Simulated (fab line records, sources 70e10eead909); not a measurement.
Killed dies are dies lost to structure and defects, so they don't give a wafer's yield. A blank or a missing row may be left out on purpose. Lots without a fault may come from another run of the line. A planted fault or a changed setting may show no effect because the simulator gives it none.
fab line records | flow nand_harc | part 2 of 2: steps 27 to 32 of 32
record lots=5 wafers=15 last_day=33
route steps=1302 shown A_SGD_CUT@912 A_SLIT@922
lots that met no fault: from a run of the same line without faults
start_h: hours from the record's first day to the start of the lot's first wafer shown | wait_h: hours since the lot's step before | " the same as in the row above | L1.1+2: a row that stands for several wafers | - no value, or no start given | * or withheld: withheld | < > ~ a bound
route shown NAME@n: a module of which the file shows steps, and the number in the route of the first | usual: mean/standard deviation of fault-free wafers | same: alike in all rows | chamber/n: place in a boat | sites: the reading at each site | _std_site: their standard deviation | _edge_site: outer sites' mean less inner sites' | radius_mm: how far each site lies from the wafer's centre | mask NAME#n: copy n | behind: the tool/chamber that last shaped the wafer | hold: why the lot was held/for how many hours/how that ended | device: the transistor (n, p or np) that didn't switch | end of line: the same wafers' tests at the end of the route | a step without rows: its recipe alone | killed: dies lost to structure and defects at the first sort, not the wafer's yield | map: a wafer's dies, x killed, . not, _ none there
set.NAME: the setting as run; set.NAME@STEP: as run at that earlier step | model.NAME: the simulator's own value behind a step, which no gauge read
lots at some steps of the route; a table a step, a row a wafer
services: from which hour (start_h, from the record's first day; less than 0 if before it) a tool's chamber was out of use, for how many hours, and why
## steps
# step NHARC_A_SLIT_ETCH_15
# recipe target_depth_a=62000 over_etch_frac=0.3 time_s=1612 ion_energy_ev=150 o2_flow_sccm=400 cos_flow_sccm=20 ar_flow_sccm=0 rf_w=500 bias_w=300 chemistry=O2/COS
# usual drypump_motor_current_A=5.8/0.41 o2_flow_sccm=400.0/1.1 oes_product_au=0.998/0.0091 rf_vpp_V=313.8/2.2 showerhead_plenum_p_Torr=3.10/0.13 throttle_valve_pct=28.330/0.0089
# columns lot.wafer tool chamber start_h wait_h drypump_motor_current_A o2_flow_sccm oes_product_au rf_hours_counter_h rf_vpp_V showerhead_plenum_p_Torr throttle_valve_pct
L083.4 rie_diel-10 0 - - 6.0 401.1 1.007 5.0 312.8 2.94 28.334
L083.3 " 1 " " 5.7 400.2 0.981 5.1 310.5 2.97 28.332
L083.5 " 3 " " 5.4 398.8 0.987 - 314.5 3.21 28.332
L087.4 rie_diel-10 1 - - 5.6 400.2 0.998 7.6 310.0 2.97 28.341
L087.2 " 2 " " 6.1 399.0 0.992 5.0 315.8 3.19 28.335
L087.3 " 0 " " 6.0 399.4 1.005 7.9 311.2 2.93 28.332
L091.1 rie_diel-06 2 - - 5.7 400.5 0.997 7.7 315.0 3.18 28.324
L091.3 " 1 " " 6.2 399.7 0.988 7.7 310.9 2.94 28.329
L091.6 " 2 " " 5.7 399.0 1.002 - 312.2 3.18 28.331
L095.1 rie_diel-10 0 - - 6.0 398.5 1.000 4.2 310.9 2.93 28.334
L095.3 " 1 " " 5.7 399.8 0.994 4.0 311.4 2.97 28.339
L095.5 " 1 " " 5.7 399.1 0.998 - 311.8 2.97 28.343
L096.1 rie_diel-10 2 - - 6.1 398.5 1.020 3.4 315.3 3.19 28.341
L096.3 " 0 " " 5.9 400.1 0.996 5.2 311.0 2.93 28.326
L096.5 " 3 " " 5.4 399.9 1.008 - 315.8 3.21 28.327
# step NHARC_A_SLIT_ETCH_17
# recipe bias_v=900 source_w=withheld pressure_mtorr=20 ar_flow_sccm=375 c4f8_flow_sccm=83.3 o2_flow_sccm=41.7 time_s=4254.5 target_depth_a=2.03e+05 chemistry=C4F8/O2/Ar
# usual drypump_motor_current_A=5.27/0.2 o2_flow_sccm=41.72/0.12 showerhead_plenum_p_Torr=3.66/0.12 throttle_valve_pct=32.045/0.011
# columns lot.wafer tool chamber start_h wait_h drypump_motor_current_A o2_flow_sccm rf_hours_counter_h showerhead_plenum_p_Torr throttle_valve_pct
L083.4 har_etch-01 0 551.53 - 5.39 41.51 - 3.62 32.055
L083.3 " 1 " " 5.34 41.71 - 3.56 32.059
L083.5 " 0 " " 5.40 41.66 - 3.62 32.055
L087.2 har_etch-02 1 596.91 - 5.37 41.80 120 3.61 32.053
L087.4 " 1 598.12 - 5.36 41.64 - 3.61 32.032
L087.3 " 0 " " 4.90 41.69 - 3.87 32.029
L091.1 har_etch-02 0 618.58 - 4.91 41.60 135 3.86 32.039
L091.3 " 1 620.39 - 5.40 41.71 - 3.60 32.045
L091.6 " 1 621.60 - 5.39 41.75 - 3.60 32.034
L095.1 har_etch-01 1 670.64 - 5.32 41.81 374 3.52 32.043
L095.3 " 1 671.85 - 5.32 41.72 - 3.52 32.048
L095.5 " 0 " " 5.41 41.50 - 3.60 32.039
L096.1 har_etch-02 1 681.18 - 5.38 41.58 169 3.58 32.037
L096.3 " 0 " " 4.91 41.55 - 3.84 32.050
L096.5 " 1 683.61 - 5.39 41.67 - 3.58 32.034
# step NHARC_A_SLIT_ETCH_26
# recipe bias_v=400 source_w=2000 pressure_mtorr=25 time_s=90 ar_flow_sccm=375 c4f8_flow_sccm=41.7 o2_flow_sccm=83.3 target_depth_a=4000 chemistry=C4F8/O2/Ar
# usual drypump_motor_current_A=5.26/0.2 o2_flow_sccm=83.33/0.25 showerhead_plenum_p_Torr=3.69/0.13 throttle_valve_pct=27.619/0.01
# columns lot.wafer tool chamber start_h wait_h drypump_motor_current_A o2_flow_sccm rf_hours_counter_h showerhead_plenum_p_Torr throttle_valve_pct
L083.4 har_etch-01 0 555.68 3.5 5.39 83.62 - 3.65 27.632
L083.3 " 1 " " 5.33 83.43 - 3.58 27.631
L083.5 " 0 " " 5.39 83.36 - 3.65 27.619
L087.2 har_etch-02 1 600.55 3.0 5.37 82.93 123 3.64 27.616
L087.4 " 1 " " 5.34 83.12 - 3.63 27.606
L087.3 " 0 " " 4.90 83.33 - 3.91 27.614
L091.1 har_etch-02 0 622.20 3.0 4.86 83.49 138 3.90 27.607
L091.3 " 1 " " 5.39 82.77 - 3.63 27.627
L091.6 " 1 " " 5.39 83.05 - 3.63 27.627
L095.1 har_etch-01 1 673.68 2.4 5.36 83.79 377 3.55 27.622
L095.3 " 1 " " 5.36 83.60 - 3.55 27.600
L095.5 " 0 " " 5.40 83.25 - 3.62 27.609
L096.1 har_etch-02 1 684.25 2.5 5.40 83.10 172 3.61 27.628
L096.3 " 0 " " 4.91 83.17 - 3.88 27.621
L096.5 " 1 " " 5.38 83.43 - 3.61 27.616
# step NHARC_A_SLIT_STRIP_28
# recipe o2_flow_sccm=400 cos_flow_sccm=20 ar_flow_sccm=0 bias_w=0 chemistry=O2/COS
# columns lot.wafer tool chamber start_h wait_h
L083.3+4+5 rie_diel-01 0,2,0 556.41 0.7
L087.3+2+4 rie_diel-01 2,0,1 601.34 0.7
L091.3+1+6 rie_diel-10 1,2,0 623.01 0.7
L095.3+1+5 rie_diel-01 0,2,1 674.46 0.7
L096.1+3+5 rie_diel-10 3,2,3 685.01 0.7
# step NHARC_A_SLIT_ETCH_29
# recipe target_depth_a=1000 overetch_a=100 time_s=55 ion_energy_ev=100 cf4_flow_sccm=80 o2_flow_sccm=20 ar_flow_sccm=0 rf_w=300 bias_w=100 chemistry=CF4/O2
# usual drypump_motor_current_A=5.8/0.43 o2_flow_sccm=20.00/0.059 oes_f_703_au=1.000/0.0043 oes_product_au=0.999/0.0091 rf_vpp_V=197.7/1.4 showerhead_plenum_p_Torr=1.33/0.057 throttle_valve_pct=13.398/0.0094
# columns lot.wafer tool chamber start_h wait_h drypump_motor_current_A o2_flow_sccm oes_f_703_au oes_product_au rf_hours_counter_h rf_vpp_V showerhead_plenum_p_Torr throttle_valve_pct
L083.4 rie_diel-01 2 556.51 0.1 5.6 19.96 1.007 1.014 7.7 198.5 1.39 13.400
L083.3 " 3 " " 5.0 19.99 1.000 1.007 7.9 197.9 1.35 13.398
L083.5 " 1 " " 6.6 20.04 0.993 1.011 - 199.7 1.42 13.388
L087.4 rie_diel-01 0 601.44 0.1 6.1 19.94 1.002 1.000 2.6 198.0 1.33 13.398
L087.3 " 1 " " 6.6 20.07 1.003 0.987 3.2 199.6 1.42 13.400
L087.2 " 3 " " 5.0 20.01 0.997 0.998 2.3 198.2 1.35 13.380
L091.3 rie_diel-10 3 623.10 0.1 5.4 19.93 0.996 0.993 0.9 197.1 1.37 13.394
L091.1 " 0 " " 6.0 20.02 0.995 1.004 0.8 196.3 1.25 13.401
L091.6 " 2 " " 6.1 20.02 1.001 1.016 - 198.5 1.37 13.405
L095.1 rie_diel-01 1 674.55 0.1 6.6 20.10 0.997 0.986 7.2 199.9 1.42 13.400
L095.3 " 0 " " 6.1 20.11 1.002 0.988 5.9 197.9 1.33 13.402
L095.5 " 2 " " 5.6 19.98 1.000 0.994 - 198.7 1.39 13.386
L096.3 rie_diel-10 2 685.11 0.1 6.1 20.09 1.002 1.009 4.1 198.5 1.37 13.394
L096.1 " 0 " " 6.0 20.05 0.996 1.000 5.4 196.8 1.25 13.415
L096.5 " 2 " " 6.1 20.05 1.005 1.004 - 198.5 1.37 13.407
# step NHARC_A_SLIT_STRIP_18
# recipe o2_flow_sccm=500 ar_flow_sccm=0 bias_w=0 chemistry=O2
# usual drypump_motor_current_A=5.8/0.43 o2_flow_sccm=500.0/1.2 oes_product_au=0.999/0.0099 rf_vpp_V=57.8/0.94 showerhead_plenum_p_Torr=3.52/0.14 throttle_valve_pct=17.036/0.0096
# columns lot.wafer tool chamber start_h wait_h drypump_motor_current_A o2_flow_sccm oes_product_au rf_hours_counter_h rf_vpp_V showerhead_plenum_p_Torr throttle_valve_pct
L083.4 rie_diel-01 0 - - 6.1 500.5 0.982 7.8 57.0 3.52 17.044
L083.3 " 1 " " 6.6 500.6 1.003 8.9 58.3 3.75 17.035
L083.5 " 3 " " 5.0 500.5 0.998 - 58.5 3.57 17.055
L087.4 rie_diel-01 1 - - 6.6 498.9 0.994 3.3 59.3 3.74 17.033
L087.2 " 2 " " 5.6 501.6 1.009 3.6 56.3 3.66 17.048
L087.3 " 3 " " 5.0 499.4 0.999 2.3 58.0 3.57 17.012
L091.1 rie_diel-10 1 - - 5.6 499.6 0.985 0.7 57.5 3.36 17.037
L091.3 " 3 " " 5.4 499.9 0.988 0.9 58.2 3.62 17.026
L091.6 " 2 " " 6.1 500.4 1.010 - 58.4 3.61 17.055
L095.3 rie_diel-01 0 - - 6.1 501.0 0.998 5.9 57.5 3.52 17.046
L095.1 " 2 " " 5.6 502.4 0.992 7.1 58.1 3.66 17.032
L095.5 " 1 " " 6.6 501.0 0.984 - 57.9 3.74 17.051
L096.3 rie_diel-10 1 - - 5.6 499.5 0.998 5.3 57.8 3.36 17.040
L096.1 " 0 " " 6.0 502.4 1.003 5.5 56.4 3.31 17.044
L096.5 " 2 " " 6.1 500.5 1.015 - 57.4 3.60 17.059
## services
# columns tool chamber start_h hours kind
rie_diel-01 2 512.79 9.8 repair
wet_bench-05 - 517.75 1.8 repair
litho_track-06 - 529.00 7.0 pm
rie_diel-10 0 548.78 4.7 repair
pecvd-01 - 551.01 1.0 repair
litho_track-04 - 553.00 7.0 pm
pecvd-04 2 554.15 3.8 repair
rie_diel-10 2 555.18 27.8 repair
rie_diel-01 - 557.80 9.0 pm
rie_diel-05 - 561.09 17.3 repair
wet_bench-03 - 562.40 8.0 pm
rie_diel-01 3 576.73 5.4 repair
rie_diel-05 - 583.60 9.0 pm
rie_diel-01 - 595.25 0.5 repair
rie_diel-10 - 596.52 9.0 pm
rie_diel-05 0 600.35 1.7 repair
rie_diel-01 0 610.90 3.2 repair
wet_bench-05 - 612.80 8.0 pm
pecvd-01 - 614.32 0.3 repair
rie_diel-10 2 665.25 6.4 repair
rie_diel-05 0 672.71 16.1 repair
pecvd-01 - 673.00 13.0 pm
rie_diel-10 2 675.20 2.6 repair
litho_track-01 - 680.00 7.0 pm
